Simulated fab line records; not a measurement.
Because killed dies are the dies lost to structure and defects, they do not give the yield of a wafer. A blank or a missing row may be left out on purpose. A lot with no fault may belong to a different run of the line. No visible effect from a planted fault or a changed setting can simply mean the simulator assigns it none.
A lot that was struck, set against a sound lot    flow n5_finfet    6 out of 1938 route steps
Sound: these wafers, L623.1, L623.3, L623.6. Struck: wafer L630.5 (left out: L630.3, L630.6 of the same lot, which were not struck); the cause appears at the end.
Order at every step that has rows: each side's tool, ch and its chambers, its first start. Under that, the readings that differ: sound wafers    struck wafers    difference of the means    sigmas: that difference in standard deviations of wafers without a fault.
alike: same words and numbers on both sides, and readings whose means sit less than 2 such deviations apart. not compared: any withheld reading, any reading some wafer has no value for, any bound like >300 that may hide the same value, and any number with overlapping values for which the record gives no deviation.
A row with sigmas, a row that says differs or no value, or rows on one side alone: a step with any of these is where the two part. Numbers that have no deviation but don't overlap get no sigmas and don't part them. A reading missing from all wafers of one side parts the sides only when that side holds two or more wafers.

N5_START_INSPECT_01: inspects for defects (unpatterned scan).
  sound on defect_inspect-02, day 4 00:02; struck on defect_inspect-02, day 5 18:02
  alike: raw_defect_count
then, 2 steps without rows for these wafers: N5_ZERO_LAYER_PRECLEAN_00 (cleans in SPM, time 600 s); N5_ZERO_LAYER_SRD_01 (time 30 s, dry time 30 s).
N5_ZERO_LAYER_PECVD_02: deposits SiO2 from SiH4/N2O, target thk 10 nm, time 6 s.
  sound on pecvd-01 ch 1,2, day 4 00:17; struck on pecvd-01 ch 1, day 5 18:20
reading                                        sound              struck  difference  sigmas
model.SiO2_of_ZERO_LAYER_PECVD_02.thk_nm (nm)  9.608 9.875 9.977  11.35   +1.53       
  alike: chamber_pressure_Torr, heater_power_w, showerhead_plenum_p_Torr
then, 1 step without rows for these wafers: N5_ZERO_LAYER_HMDS_04 (time 60 s).
-- here the record skips 9 days between the struck wafers' starts before and after, leaving off in module ZERO_LAYER and picking up in module BEOL_M4 (first step shown: number 1111 of the route) --
N5_BEOL_M4_RC_MEAS_101:
  sound on prober-02 ch 0, day 14 00:38; struck on prober-02 ch 0, day 14 15:12
  alike: DIBL_N, DIBL_P, IOFF_N, IOFF_P, ION_N, ION_P, SS_N, SS_P, VT_N, VT_P

== WHERE THEY PART ==
Nowhere in this record.

WHY: what had been put in by the simulator
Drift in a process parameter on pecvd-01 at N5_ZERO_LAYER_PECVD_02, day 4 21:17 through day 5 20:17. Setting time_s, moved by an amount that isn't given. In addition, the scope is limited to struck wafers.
